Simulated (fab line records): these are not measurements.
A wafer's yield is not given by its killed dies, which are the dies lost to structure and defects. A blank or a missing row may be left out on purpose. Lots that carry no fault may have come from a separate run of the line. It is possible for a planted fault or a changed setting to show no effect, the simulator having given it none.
Matching of chambers	flow n5Finfet	N5_BEOL_M11_ALD_74 on aldMetal-04: 4 sister chambers
The step deposits TaN, target thk 2 nm, pulse time 2 s, purge time 3 s. 16 wafers are shown with their chamber, then 8 later ones without.

== WAFERS WITH THEIR CHAMBER ==
wafer	chamber	heaterPowerW (W)	mfcCarrierSccm (sccm)	precursorVesselTempC (C)
L074.2	2	413	1499	75.12
L074.3	0	408	1502	75.03
L074.5	2	422	1499	74.93
L075.3	3	435	1497	75.04
L075.4	1	356	1500	75.10
L075.6	0	418	1499	74.81
L078.2	3	417	1500	74.93
L078.3	0	401	1498	75.03
L078.6	2	410	1496	74.97
L077.1	0	405	1498	75.12
L077.2	2	422	1497	74.92
L077.5	0	398	1495	74.97
L083.1	2	420	1498	74.88
L083.2	1	364	1503	75.20
L083.5	1	359	1503	75.01
L079.1	3	436	1506	75.13

SIGNATURES, as means of the wafers listed above
reading	chamber 0	chamber 1	chamber 2	chamber 3	scatter within a chamber
heaterPowerW	406.00	359.67	417.40	429.33	7.2
mfcCarrierSccm	1498.40	1502.00	1497.80	1501.00	2.58
precursorVesselTempC	74.9920	75.1033	74.9640	75.0333	0.102
Rule: a wafer's distance from a chamber is the root of the sum, over the readings, of the square of ((its reading less the chamber's mean) divided by the reading's scatter). If the next closest chamber is less than 2 further off than the closest, the wafer can't be placed; otherwise it belongs to the closest. How the scatter is found: for the shown wafers, subtract from each reading the mean of its chamber, square and add these, divide the total by (wafers less chambers), then take the root.

== WAFERS MISSING THEIR CHAMBER ==
wafer	heaterPowerW (W)	mfcCarrierSccm (sccm)	precursorVesselTempC (C)
L079.2	412	1509	74.92
L079.3	398	1497	75.07
L089.1	367	1501	75.22
L089.3	416	1504	75.05
L089.5	404	1502	75.04
L094.1	354	1501	74.97
L094.2	424	1499	74.99
L094.5	403	1499	75.12

== WHICH CHAMBER EACH ONE RAN IN ==
wafer	from the rows above	in truth
L079.2	can't be placed: 3 or 0 or 2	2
L079.3	can't be placed: 0 or 2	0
L089.1	1	1
L089.3	can't be placed: 3 or 2 or 0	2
L089.5	can't be placed: 0 or 2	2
L094.1	1	1
L094.2	can't be placed: 2 or 3 or 0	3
L094.5	can't be placed: 0 or 2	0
Correct placement for 2 of the 8. Not placeable from these rows: 6 (in 6, the candidates include the true chamber). Wrongly placed: 0.
